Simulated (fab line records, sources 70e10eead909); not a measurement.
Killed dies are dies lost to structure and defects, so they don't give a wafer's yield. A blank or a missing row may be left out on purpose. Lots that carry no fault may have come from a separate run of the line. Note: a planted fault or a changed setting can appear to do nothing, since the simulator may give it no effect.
Chamber matching    flow nandHarc    NHARC_P_BONDPAD_ETCH_37 on rieDiel-01 has 4 sister chambers
The step etches the open film in N2/H2, target depth 60 nm, overetch 18 nm, time 65.91 s. 16 wafers are shown with their chamber, then 8 later ones without.

WAFERS WITH THEIR CHAMBER
wafer   chamber  showerheadPlenumPTorr (Torr)  rfVppV (V)  oesProductAu (a.u.)
L133.1  2        1.98                          428.4       1.007
L133.2  1        2.02                          430.0       1.010
L133.6  1        2.02                          429.5       1.018
L138.3  2        1.98                          428.6       1.001
L138.5  3        1.95                          427.2       1.001
L138.6  2        1.98                          428.5       0.998
L142.2  3        1.95                          427.5       1.005
L142.5  3        1.95                          428.2       1.019
L142.6  0        1.92                          428.8       0.991
L148.4  3        1.94                          428.8       1.002
L148.5  1        2.02                          430.7       1.000
L148.6  2        1.98                          428.9       0.999
L152.1  1        2.02                          429.2       1.004
L152.2  3        1.94                          427.5       1.007
L152.3  0        1.91                          427.0       0.999
L153.3  0        1.91                          426.0       1.001

SIGNATURES, as means of the wafers listed above
reading                chamber 0  chamber 1  chamber 2  chamber 3  scatter within a chamber
showerheadPlenumPTorr  1.9133     2.0200     1.9800     1.9460     0.00394
rfVppV                 427.267    429.850    428.600    427.840    0.772
oesProductAu           0.99700    1.00800    1.00125    1.00680    0.00644
Rule: distance of a wafer from a chamber = root of the sum over the readings of ((wafer's reading minus chamber's mean) / reading's scatter) squared. The wafer belongs to the nearest chamber; if the next one is less than 2 further off, it can't be placed. The scatter: the root of (the sum of the squares of (reading less its chamber's mean) over the shown wafers, divided by (wafers less chambers)).

WAFERS WITHOUT THEIR CHAMBER
wafer   showerheadPlenumPTorr (Torr)  rfVppV (V)  oesProductAu (a.u.)
L153.4  1.94                          428.6       1.013
L153.6  1.91                          425.7       1.003
L154.3  2.02                          430.0       0.988
L154.5  1.94                          427.0       1.010
L154.6  1.91                          427.4       0.996
L156.1  2.02                          429.7       1.011
L156.2  1.94                          427.4       1.011
L156.6  1.91                          425.9       1.003

THE CHAMBER EACH PASSED THROUGH
wafer   from the rows above  in truth
L153.4  3                    3
L153.6  0                    0
L154.3  1                    1
L154.5  3                    3
L154.6  0                    0
L156.1  1                    1
L156.2  3                    3
L156.6  0                    0
Correct placement for 8 of the 8. Can't be placed from these rows: 0. Wrongly placed: 0.
